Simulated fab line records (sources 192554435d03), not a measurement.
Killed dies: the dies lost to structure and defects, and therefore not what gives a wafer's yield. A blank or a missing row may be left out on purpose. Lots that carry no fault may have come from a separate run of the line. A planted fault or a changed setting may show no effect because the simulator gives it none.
fab line records	flow n5-finfet
record: lots: 7	wafers: 21
route steps=1938 shown WELL_APT@25 PMOS_HMC_CHANNEL_EPI@63 FIN_SAQP@99 FIN_CUT@157 DUMMY_GATE@243 SD_EPI_N@268
start-h: hours from the record's opening day to when the first of the lot's shown wafers began	wait-h: hours elapsed since this lot's preceding step	" identical to the entry in the row above	L1.1+2: a single row standing in for several wafers	- either no value or no given start	* or withheld: withheld	< > ~ a bound
route shown NAME@n: NAME is a module with steps in the file, n the number in the route of the first one	usual: mean and standard deviation over wafers with no fault	same: alike in all rows	chamber/n: place in a boat	sites: readings site by site	_std_site: the values' standard deviation	_edge_site: mean of outer sites minus mean of inner sites	radius-mm: how far each site lies from the wafer's centre	mask NAME#n: copy n	behind: the most recent tool/chamber to have shaped the wafer	hold: why the lot was held/for how many hours/how that ended	device: which transistor (n, p or np) failed to switch	end of line: tests run on the same wafers once the route is complete	step lacking rows: just its recipe	killed: the dies lost at the first sort to structure and to defects; this is not the yield of the wafer	map: dies across one wafer; x = killed, . = not, _ = none there
set.NAME: the setting as run; set.NAME@STEP: as run at that earlier step	model.NAME: the simulator's own value behind a step, which no gauge read
lots whose settings were changed on purpose; a table a step, a row a wafer
== steps ==
step: N5_WELL_APT_PEB_06
recipe: peb-temp-c: 130	peb-time-s: 90
lot.wafer	tool	chamber	start-h	wait-h	set.peb-temp-c
L075.1+3+4	litho-track-03	0	19.44	0.1	130
L077.1+2	litho-track-03	0	31.59	0.1	127.5
L077.6	"	0	"	"	130
L083.3+6	litho-track-05	0	67.44	0.0	130
L083.4	"	0	"	"	127.9
L090.1+4+5	litho-track-01	0	109.60	0.1	130
L091.1+5	litho-track-05	0	115.59	0.1	130
L091.4	"	0	"	"	133.1
L094.3+5+6	litho-track-05	0	133.44	0.0	130
L095.2+4	litho-track-01	0	139.44	0.0	130
L095.6	"	0	"	"	127.6
step: N5_WELL_APT_DEVELOP_07
recipe: develop-time-s: 45	rinse-liquid: surfactant-rinse	dry: air-spin	dev-temp-c: 21
lot.wafer	tool	chamber	start-h	wait-h	set.develop-time-s
L075.1+3	litho-track-03	0	-	-	48.19
L075.4	"	0	"	"	45
L077.1+6	litho-track-03	0	-	-	45
L077.2	"	0	"	"	42.24
L083.3+4	litho-track-05	0	-	-	45
L083.6	"	0	"	"	53.63
L090.1	litho-track-01	0	-	-	40.61
L090.4+5	"	0	"	"	45
L091.1+4+5	litho-track-05	0	-	-	45
L094.3+5+6	litho-track-05	0	-	-	45
L095.2+4	litho-track-01	0	-	-	45
L095.6	"	0	"	"	37.52
step: N5_WELL_APT_HARDBAKE_12
recipe: temp-c: 130	time-s: 120
step: N5_WELL_APT_CD_MEAS_08
recipe: target-cd-nm: 200	landing-energy-ev: 500	detector: se-inlens
usual: cd-nm: 200.2/1.2
lot.wafer	tool	chamber	start-h	wait-h	set.peb-temp-c@WELL_APT_PEB_06	cd-nm
L075.1	cd-sem-02	0	19.56	-	130	199.9
L075.3	"	0	"	"	130	198.6
L075.4	"	0	"	"	130	200.1
L077.1	cd-sem-03	0	31.70	-	127.5	187.8
L077.2	"	0	"	"	127.5	187.0
L077.6	"	0	"	"	130	200.4
L083.3	cd-sem-03	0	67.56	-	130	200.1
L083.4	"	0	"	"	127.9	189.9
L083.6	"	0	"	"	130	200.9
L090.1	cd-sem-02	0	109.71	-	130	198.7
L090.4	"	0	"	"	130	200.5
L090.5	"	0	"	"	130	199.7
L091.1	cd-sem-02	0	115.70	-	130	199.1
L091.4	"	0	"	"	133.1	212.5
L091.5	"	0	"	"	130	199.6
L094.3	cd-sem-01	0	133.56	-	130	200.6
L094.5	"	0	"	"	130	202.5
L094.6	"	0	"	"	130	201.1
L095.2	cd-sem-01	0	139.56	-	130	199.7
L095.4	"	0	"	"	130	200.3
L095.6	"	0	"	"	127.6	186.9
step: N5_WELL_APT_DESCUM_13
recipe: chemistry: O2	time-s: 7.9	source-power-w: 50	bias-power-w: 20	pressure-mtorr: 20	rf-frequency-hz: 2.712e+07	temp-c: 40	o2-flow-sccm: 225
lot.wafer	tool	chamber	start-h	wait-h	set.peb-temp-c@WELL_APT_PEB_06	model.WELL_APT.cd-nm
L075.1	rie-diel-01	0	19.64	0.0	130	199.8
L075.3	"	3	"	"	130	198.5
L075.4	"	1	"	"	130	200.1
L077.1	rie-diel-04	3	31.85	0.1	127.5	187.7
L077.2	"	0	"	"	127.5	186.7
L077.6	"	0	"	"	130	200.6
L083.3	rie-diel-03	0	67.66	0.0	130	200.3
L083.4	"	1	"	"	127.9	189.9
L083.6	"	0	"	"	130	201
L090.1	rie-diel-03	3	109.80	0.0	130	198.9
L090.4	"	0	"	"	130	200.1
L090.5	"	0	"	"	130	199.9
L091.1	rie-diel-04	2	115.80	0.0	130	198.7
L091.4	"	1	"	"	133.1	212.2
L091.5	"	0	"	"	130	199.7
L094.3	rie-diel-04	1	133.64	0.0	130	200.6
L094.5	"	1	"	"	130	202.6
L094.6	"	2	"	"	130	200.9
L095.2	rie-diel-03	0	139.90	0.3	130	199.1
L095.4	"	3	"	"	130	200.1
L095.6	"	3	"	"	127.6	186.6
step: N5_PMOS_HMC_CHANNEL_EPI_PEB_07
recipe: peb-temp-c: 110	peb-time-s: 60	resist: CAR-ArF-block
lot.wafer	tool	chamber	start-h	wait-h	set.peb-time-s
L075.1+3+4	litho-track-04	0	23.56	0.1	67.29
L077.1+6	litho-track-04	0	35.00	0.1	60
L077.2	"	0	"	"	56.02
L083.3+4+6	litho-track-04	0	71.75	0.0	60
L090.1+4	litho-track-02	0	113.32	0.1	54.82
L090.5	"	0	"	"	60
L091.1+4	litho-track-02	0	119.42	0.1	60
L091.5	"	0	"	"	50.47
L094.3+5+6	litho-track-01	0	137.16	0.0	60
L095.2+4+6	litho-track-01	0	143.66	0.0	60
step: N5_PMOS_HMC_CHANNEL_EPI_DEVELOP_08
recipe: develop-time-s: 30	developer: TMAH	resist: CAR-ArF-block	dev-temp-c: 23	rinse-liquid: diw	dry: air-spin
lot.wafer	tool	chamber	start-h	wait-h	set.develop-time-s
L075.1+3	litho-track-04	0	-	-	30
L075.4	"	0	"	"	26.86
L077.1+2+6	litho-track-04	0	-	-	30
L083.3	litho-track-04	0	-	-	34.09
L083.4+6	"	0	"	"	30
L090.1	litho-track-02	0	-	-	36.67
L090.4+5	"	0	"	"	30
L091.1+5	litho-track-02	0	-	-	30
L091.4	"	0	"	"	36.53
L094.3+5+6	litho-track-01	0	-	-	30
L095.2	litho-track-01	0	-	-	34.83
L095.4+6	"	0	"	"	30
step: N5_PMOS_HMC_CHANNEL_EPI_CD_MEAS_09
recipe: target-cd-nm: 237.4	landing-energy-ev: 500	detector: se-inlens
usual: cd-nm: 236.8/0.87
lot.wafer	tool	chamber	start-h	wait-h	set.peb-time-s@PMOS_HMC_CHANNEL_EPI_PEB_07	cd-nm
L075.1	cd-sem-02	0	23.62	-	67.29	240.0
L075.3	"	0	"	"	67.29	240.3
L075.4	"	0	"	"	67.29	239.7
L077.1	cd-sem-01	0	35.07	-	60	236.3
L077.2	"	0	"	"	56.02	233.6
L077.6	"	0	"	"	60	237.4
L083.3	cd-sem-01	0	71.82	-	60	239.0
L083.4	"	0	"	"	60	237.8
L083.6	"	0	"	"	60	238.1
L090.1	cd-sem-02	0	113.39	-	54.82	234.5
L090.4	"	0	"	"	54.82	233.2
L090.5	"	0	"	"	60	237.3
L091.1	cd-sem-03	0	119.49	-	60	236.2
L091.4	"	0	"	"	60	237.7
L091.5	"	0	"	"	50.47	228.9
L094.3	cd-sem-02	0	137.23	-	60	235.6
L094.5	"	0	"	"	60	235.9
L094.6	"	0	"	"	60	235.9
L095.2	cd-sem-01	0	143.73	-	60	237.4
L095.4	"	0	"	"	60	237.0
L095.6	"	0	"	"	60	237.1
step: N5_PMOS_HMC_CHANNEL_EPI_DESCUM_14
recipe: chemistry: O2	time-s: 7.9	source-power-w: 50	bias-power-w: 20	pressure-mtorr: 20	rf-frequency-hz: 2.712e+07	temp-c: 40	resist: CAR-ArF-block	o2-flow-sccm: 225
lot.wafer	tool	chamber	start-h	wait-h	set.peb-time-s@PMOS_HMC_CHANNEL_EPI_PEB_07	model.PMOS_HMC_CHANNEL_EPI.cd-nm
L075.1+4	rie-diel-06	3,0	23.71	0.0	67.29	239.9
L075.3	"	1	"	"	67.29	240.6
L077.1	rie-diel-06	2	35.21	0.1	60	235.9
L077.2	"	3	"	"	56.02	233.5
L077.6	"	3	"	"	60	-
L083.3	rie-diel-02	1	71.90	0.0	60	239
L083.4	"	2	"	"	60	238
L083.6	"	3	"	"	60	238.1
L090.1	rie-diel-05	2	113.48	0.0	54.82	234.9
L090.4	"	0	"	"	54.82	233.1
L090.5	"	3	"	"	60	237.2
L091.1	rie-diel-02	1	119.58	0.0	60	236.1
L091.4	"	0	"	"	60	237.5
L091.5	"	1	"	"	50.47	229.1
L094.3	rie-diel-05	1	137.32	0.0	60	235.9
L094.5	"	2	"	"	60	235.7
L094.6	"	3	"	"	60	236.1
L095.2	rie-diel-05	2	143.81	0.0	60	237.8
L095.4	"	2	"	"	60	236.9
L095.6	"	1	"	"	60	237.2
step: N5_FIN_SAQP_PECVD_48
recipe: material: SiNx	target-thk-a: 250	temp-c: 400	precursor: SiH4/NH3/N2	pressure-torr: 1.5	rf-w: 300	time-s: 22.1
lot.wafer	tool	chamber	start-h	wait-h	set.time-s	model.SiNx_of_FIN_SAQP_PECVD_48.thk-nm
L075.1	pecvd-01	1	27.21	0.0	22.1	24.71
L075.3	"	0	"	"	23.45	26.48
L075.4	"	1	"	"	22.1	24.87
L077.1	pecvd-04	1	38.83	0.0	22.1	24.61
L077.2	"	2	"	"	20.29	22.8
L077.6	"	1	"	"	22.1	24.89
L083.3	pecvd-04	0	75.93	0.0	19.73	21.9
L083.4	"	0	"	"	22.1	25.18
L083.6	"	1	"	"	22.1	25.05
L090.1	pecvd-04	2	117.92	0.0	22.1	25
L090.4	"	1	"	"	22.1	25.25
L090.5	"	0	"	"	22.1	25.18
L091.1	pecvd-04	2	123.04	0.0	23.35	25.88
L091.4	"	1	"	"	22.1	24.81
L091.5	"	2	"	"	22.1	25.1
L094.3	pecvd-03	0	141.96	0.0	22.1	24.75
L094.5	"	2	"	"	22.1	25.28
L094.6	"	1	"	"	22.1	24.96
L095.2	pecvd-03	1	147.36	0.0	25.37	28.24
L095.4	"	0	"	"	22.1	24.74
L095.6	"	1	"	"	25.37	28.78
step: N5_FIN_SAQP_PEB_14
recipe: peb-temp-c: withheld	peb-time-s: 60	resist: CAR-ArF
lot.wafer	tool	chamber	start-h	wait-h	set.peb-time-s
L075.1+3+4	litho-track-04	0	27.82	0.1	60
L077.1	litho-track-05	0	39.40	0.1	64.66
L077.2+6	"	0	"	"	60
L083.3	litho-track-05	0	76.35	0.0	60
L083.4+6	"	0	"	"	48.18
L090.1	litho-track-04	0	118.50	0.1	60
L090.4+5	"	0	"	"	67.07
L091.1+4+5	litho-track-03	0	123.59	0.1	60
L094.3+5+6	litho-track-03	0	142.50	0.0	60
L095.2+6	litho-track-04	0	147.91	0.0	64.89
L095.4	"	0	"	"	60
step: N5_FIN_SAQP_DEVELOP_15
recipe: develop-time-s: 30	developer: TMAH	resist: CAR-ArF	dev-temp-c: 23	rinse-liquid: diw	dry: air-spin
step: N5_FIN_SAQP_CD_MEAS_16
recipe: target-cd-nm: 35.6	landing-energy-ev: 500	detector: se-inlens
usual: cd-nm: 35.61/0.29
lot.wafer	tool	chamber	start-h	wait-h	set.peb-time-s@FIN_SAQP_PEB_14	cd-nm
L075.1	cd-sem-03	0	27.89	-	60	35.75
L075.3	"	0	"	"	60	35.93
L075.4	"	0	"	"	60	35.89
L077.1	cd-sem-02	0	39.47	-	64.66	34.76
L077.2	"	0	"	"	60	36.03
L077.6	"	0	"	"	60	35.92
L083.3	cd-sem-03	0	76.42	-	60	35.26
L083.4	"	0	"	"	48.18	38.83
L083.6	"	0	"	"	48.18	38.85
L090.1	cd-sem-01	0	118.57	-	60	35.48
L090.4	"	0	"	"	67.07	34.08
L090.5	"	0	"	"	67.07	33.87
L091.1	cd-sem-02	0	123.65	-	60	35.93
L091.4	"	0	"	"	60	35.67
L091.5	"	0	"	"	60	35.14
L094.3	cd-sem-01	0	142.57	-	60	35.25
L094.5	"	0	"	"	60	35.14
L094.6	"	0	"	"	60	35.24
L095.2	cd-sem-02	0	147.98	-	64.89	34.70
L095.4	"	0	"	"	60	35.63
L095.6	"	0	"	"	64.89	34.73
step: N5_FIN_SAQP_MANDREL1_REMOVE_56
recipe: chemistry: HBr/Cl2/O2	bt-time-s: 10	target: a-Si	stop-on: SiNx	endpoint: OES-SiCl	over-etch-frac: 1	icp-w: 600	bias-w: 22	HBr_flow_sccm: 150	Cl2_flow_sccm: 80	O2_flow_sccm: 5	pressure-mtorr: 10
step: N5_FIN_SAQP_ETCH_57
recipe: chemistry: CH3F/O2	target: SiNx	mask-material: SiO2	target-depth-a: 325	time-s: 46.4	pressure-mtorr: 30	source-w: 395	bias-w: 73	Ar_flow_sccm: 150	CH3F_flow_sccm: 30	O2_flow_sccm: 20	ion-energy-ev: 120	ends: cleared
usual: etch-rf-on-time-s: 46.1/0.89
lot.wafer	tool	chamber	start-h	wait-h	set.time-s@FIN_SAQP_PECVD_48	etch-rf-on-time-s	model.etch.depth-nm
L075.1	rie-diel-03	2	30.14	0.0	22.1	46.7	24.71
L075.3	"	3	"	"	23.45	49.5	26.4
L075.4	"	0	"	"	22.1	46.3	24.86
L077.1	rie-diel-03	1	41.68	0.0	22.1	44.2	24.57
L077.2	"	2	"	"	20.29	42.2	22.8
L077.6	"	0	"	"	22.1	45.6	24.89
L083.3	rie-diel-04	0	78.57	0.0	19.73	41.0	21.85
L083.4	"	3	"	"	22.1	48.0	25.15
L083.6	"	2	"	"	22.1	46.5	25.02
L090.1	rie-diel-03	1	120.84	0.1	22.1	45.8	25
L090.4	"	3	"	"	22.1	46.4	25.25
L090.5	"	0	"	"	22.1	46.3	25.13
L091.1	rie-diel-03	3	125.80	0.0	23.35	48.1	25.88
L091.4	"	1	"	"	22.1	45.7	24.81
L091.5	"	3	"	"	22.1	46.7	25.1
L094.3	rie-diel-04	2	144.72	0.0	22.1	45.1	24.72
L094.5	"	0	"	"	22.1	46.8	25.25
L094.6	"	1	"	"	22.1	46.4	24.96
L095.2	rie-diel-03	0	150.13	0.0	25.37	51.9	28.19
L095.4	"	2	"	"	22.1	46.1	24.74
L095.6	"	1	"	"	25.37	52.2	28.78
step: N5_FIN_CUT_COAT_02
recipe: resist: CAR-EUV	spin-rpm: 1500	resist-thk-nm: 30
lot.wafer	tool	chamber	start-h	wait-h	set.spin-rpm	model.CAR-EUV_of_FIN_CUT_COAT_02.thk-nm
L075.1	litho-track-01	0	-	-	1390	31.2
L075.3+4	"	0	"	"	1500	30
L077.1	litho-track-01	0	-	-	1628	28.8
L077.2+6	"	0	"	"	1500	30
L083.3+4	litho-track-03	0	-	-	1500	30
L083.6	"	0	"	"	1500	30.2
L090.1+5	litho-track-02	0	-	-	1666	28.4
L090.4	"	0	"	"	1500	30.2
L091.1+4+5	litho-track-02	0	-	-	1500	30
L094.3+6	litho-track-03	0	-	-	1500	29.8
L094.5	"	0	"	"	1500	30
L095.2+4+6	litho-track-03	0	-	-	1545	29.6
step: N5_FIN_CUT_EBR_04
recipe: solvent: PGMEA	ebr-width-mm: 1.5
step: N5_FIN_CUT_SOFTBAKE_03
recipe: temp-c: 110	time-s: 60	resist: CAR-EUV
step: N5_FIN_CUT_EXPOSE_05
recipe: mask-id: FIN_CUT	na: 0.33	source-shape: annular	sigma-inner: 0.35	sigma-outer: 0.8	polarization: unpolarized	dose-mj: 45.75
step: N5_FIN_CUT_PEB_06
recipe: peb-temp-c: 100	peb-time-s: 60	resist: CAR-EUV
step: N5_FIN_CUT_DEVELOP_07
recipe: develop-time-s: 30	developer: TMAH	resist: CAR-EUV	rinse-liquid: surfactant-rinse	dry: air-spin	dev-temp-c: 23
lot.wafer	tool	chamber	start-h	wait-h	set.spin-rpm@FIN_CUT_COAT_02	model.CAR-EUV_of_FIN_CUT_COAT_02.thk-nm
L075.1	litho-track-03	0	-	-	1390	30.8
L075.3+4	"	0	"	"	1500	29.6
L077.1	litho-track-03	0	-	-	1628	28.4
L077.2	"	0	"	"	1500	29.6
L077.6	"	0	"	"	1500	29.4
L083.3+4	litho-track-03	0	-	-	1500	29.6
L083.6	"	0	"	"	1500	29.8
L090.1+5	litho-track-01	0	-	-	1666	28
L090.4	"	0	"	"	1500	29.6
L091.1+4+5	litho-track-03	0	-	-	1500	29.6
L094.3+5+6	litho-track-02	0	-	-	1500	29.4
L095.2+4+6	litho-track-02	0	-	-	1545	29.2
step: N5_FIN_CUT_DESCUM_13
recipe: chemistry: O2	time-s: 7	source-power-w: 50	bias-power-w: 20	pressure-mtorr: 20	rf-frequency-hz: 2.712e+07	temp-c: 40	resist: CAR-EUV	o2-flow-sccm: 225
lot.wafer	tool	chamber	start-h	wait-h	set.spin-rpm@FIN_CUT_COAT_02	model.CAR-EUV_of_FIN_CUT_COAT_02.thk-nm
L075.1	rie-diel-05	0	32.90	0.0	1390	27.2
L075.3+4	"	2,1	"	"	1500	26
L077.1	rie-diel-06	0	44.18	0.0	1628	24.8
L077.2	"	3	"	"	1500	26.2
L077.6	"	3	"	"	1500	26
L083.3+4+6	rie-diel-02	2,3,1	81.19	0.0	1500	26.2
L090.1+5	rie-diel-05	0,1	123.37	0.0	1666	24.6
L090.4	"	1	"	"	1500	26.2
L091.1+5	rie-diel-02	3,2	128.39	0.0	1500	26.2
L091.4	"	2	"	"	1500	26
L094.3+5	rie-diel-06	3	147.63	0.0	1500	26
L094.6	"	0	"	"	1500	25.8
L095.2+4+6	rie-diel-06	3,2,1	153.19	0.0	1545	25.6
step: N5_DUMMY_GATE_ETCH_31
recipe: chemistry: C4F6/O2	target: SiO2	mask-material: SOC	target-depth-a: 825	time-s: 27.5	ion-energy-ev: 250	pressure-mtorr: 30	source-w: 345	bias-w: 185	Ar_flow_sccm: 300	C4F6_flow_sccm: 10	O2_flow_sccm: 10
lot.wafer	tool	chamber	start-h	wait-h	set.target-depth-a	model.etch.depth-nm	model.SOC_of_DUMMY_GATE_COAT_34.thk-nm
L075.1	rie-diel-05	1	52.11	0.0	825	81.98	51.6
L075.3	"	3	"	"	825	80.25	51.6
L075.4	"	1	"	"	825	81.45	51.8
L077.1	rie-diel-06	0	65.26	0.0	869.6	86.13	51.4
L077.2	"	3	"	"	825	81.46	51.8
L077.6	"	1	"	"	869.6	87.36	51.4
L083.3	rie-diel-02	2	102.91	0.0	825	85.02	51.6
L083.4	"	2	"	"	825	85.37	51.4
L083.6	"	1	"	"	825	83.26	51.6
L090.1	rie-diel-05	3	143.99	0.0	825	81.65	52.2
L090.4	"	2	"	"	797	80.63	52
L090.5	"	1	"	"	825	82.3	52
L091.1	rie-diel-02	0	152.10	0.1	729.1	72.64	52.6
L091.4	"	3	"	"	825	84.81	51.4
L091.5	"	3	"	"	729.1	74.22	52.4
L094.3	rie-diel-02	3	166.83	0.0	825	84.43	51.4
L094.5	"	2	"	"	825	85.26	51.4
L094.6	"	1	"	"	825	83.83	51.4
L095.2	rie-diel-02	3	173.02	0.0	825	83.45	51.8
L095.4	"	2	"	"	865.9	89.51	51
L095.6	"	1	"	"	825	83.45	51.6
step: N5_SD_EPI_N_PEB_07
recipe: peb-temp-c: 110	peb-time-s: 60	resist: CAR-ArF-block
lot.wafer	tool	chamber	start-h	wait-h	set.peb-time-s
L075.1+4	litho-track-05	0	54.41	0.1	66.12
L075.3	"	0	"	"	60
L077.1+2+6	litho-track-05	0	67.00	0.1	60
L083.3+6	litho-track-03	0	104.58	0.0	60
L083.4	"	0	"	"	54.32
L090.1+4+5	litho-track-03	0	145.65	0.1	47.51
L091.1+4	litho-track-03	0	153.76	0.1	60
L091.5	"	0	"	"	54.77
L094.3+5+6	litho-track-03	0	168.41	0.0	60
L095.2	litho-track-03	0	175.15	0.0	52.63
L095.4+6	"	0	"	"	60
step: N5_SD_EPI_N_DEVELOP_08
recipe: develop-time-s: 30	developer: TMAH	resist: CAR-ArF-block	dev-temp-c: 23	rinse-liquid: diw	dry: air-spin
step: N5_SD_EPI_N_CD_MEAS_09
recipe: target-cd-nm: 120	landing-energy-ev: 500	detector: se-inlens
usual: cd-nm: 120.1/0.58
lot.wafer	tool	chamber	start-h	wait-h	set.peb-time-s@SD_EPI_N_PEB_07	cd-nm
L075.1	cd-sem-01	0	54.48	-	66.12	122.2
L075.3	"	0	"	"	60	118.8
L075.4	"	0	"	"	66.12	122.5
L077.1	cd-sem-01	0	67.07	-	60	119.6
L077.2	"	0	"	"	60	119.5
L077.6	"	0	"	"	60	119.8
L083.3	cd-sem-02	0	104.64	-	60	119.0
L083.4	"	0	"	"	54.32	116.7
L083.6	"	0	"	"	60	119.7
L090.1	cd-sem-01	0	145.72	-	47.51	110.2
L090.4	"	0	"	"	47.51	110.9
L090.5	"	0	"	"	47.51	111.5
L091.1	cd-sem-01	0	153.83	-	60	118.8
L091.4	"	0	"	"	60	118.2
L091.5	"	0	"	"	54.77	116.2
L094.3	cd-sem-02	0	168.48	-	60	119.7
L094.5	"	0	"	"	60	120.5
L094.6	"	0	"	"	60	120.2
L095.2	cd-sem-01	0	175.22	-	52.63	114.7
L095.4	"	0	"	"	60	120.3
L095.6	"	0	"	"	60	120.1
== key ==
split: step: N5_WELL_APT_PEB_06	setting: peb-temp-c	stated: 130	by: wafer
response: step: N5_WELL_APT_CD_MEAS_08	reading: cd-nm	change: +6.35	per: 1%	r: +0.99
response: step: N5_WELL_APT_DESCUM_13	reading: model.WELL_APT.cd-nm	change: +6.38	per: 1%	r: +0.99
split: step: N5_WELL_APT_DEVELOP_07	setting: develop-time-s	stated: 45	by: wafer
response none clear
split: step: N5_PMOS_HMC_CHANNEL_EPI_PEB_07	setting: peb-time-s	stated: 60	by: wafer
response: step: N5_PMOS_HMC_CHANNEL_EPI_CD_MEAS_09	reading: cd-nm	change: +0.483	per: 1%	r: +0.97
response: step: N5_PMOS_HMC_CHANNEL_EPI_DESCUM_14	reading: model.PMOS_HMC_CHANNEL_EPI.cd-nm	change: +0.447	per: 1%	r: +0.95
split: step: N5_PMOS_HMC_CHANNEL_EPI_DEVELOP_08	setting: develop-time-s	stated: 30	by: wafer
response none clear
split: step: N5_FIN_SAQP_PECVD_48	setting: time-s	stated: 22.1	by: wafer
response: step: N5_FIN_SAQP_PECVD_48	reading: model.SiNx_of_FIN_SAQP_PECVD_48.thk-nm	change: +0.259	per: 1%	r: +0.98
response: step: N5_FIN_SAQP_ETCH_57	reading: etch-rf-on-time-s	change: *	per: 1%	r: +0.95
response: step: N5_FIN_SAQP_ETCH_57	reading: model.etch.depth-nm	change: +0.257	per: 1%	r: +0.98
split: step: N5_FIN_SAQP_PEB_14	setting: peb-time-s	stated: 60	by: wafer
response: step: N5_FIN_SAQP_CD_MEAS_16	reading: cd-nm	change: -0.161	per: 1%	r: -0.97
split: step: N5_FIN_CUT_COAT_02	setting: spin-rpm	stated: 1500	by: wafer
response: step: N5_FIN_CUT_COAT_02	reading: model.CAR-EUV_of_FIN_CUT_COAT_02.thk-nm	change: -0.156	per: 1%	r: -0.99
response: step: N5_FIN_CUT_DEVELOP_07	reading: model.CAR-EUV_of_FIN_CUT_COAT_02.thk-nm	change: -0.144	per: 1%	r: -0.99
response: step: N5_FIN_CUT_DESCUM_13	reading: model.CAR-EUV_of_FIN_CUT_COAT_02.thk-nm	change: -0.151	per: 1%	r: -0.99
split: step: N5_DUMMY_GATE_ETCH_31	setting: target-depth-a	stated: 825	by: wafer
response: step: N5_DUMMY_GATE_ETCH_31	reading: model.etch.depth-nm	change: +0.975	per: 1%	r: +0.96
response: step: N5_DUMMY_GATE_ETCH_31	reading: model.SOC_of_DUMMY_GATE_COAT_34.thk-nm	change: -0.0902	per: 1%	r: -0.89
split: step: N5_SD_EPI_N_PEB_07	setting: peb-time-s	stated: 60	by: wafer
response: step: N5_SD_EPI_N_CD_MEAS_09	reading: cd-nm	change: +0.356	per: 1%	r: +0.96
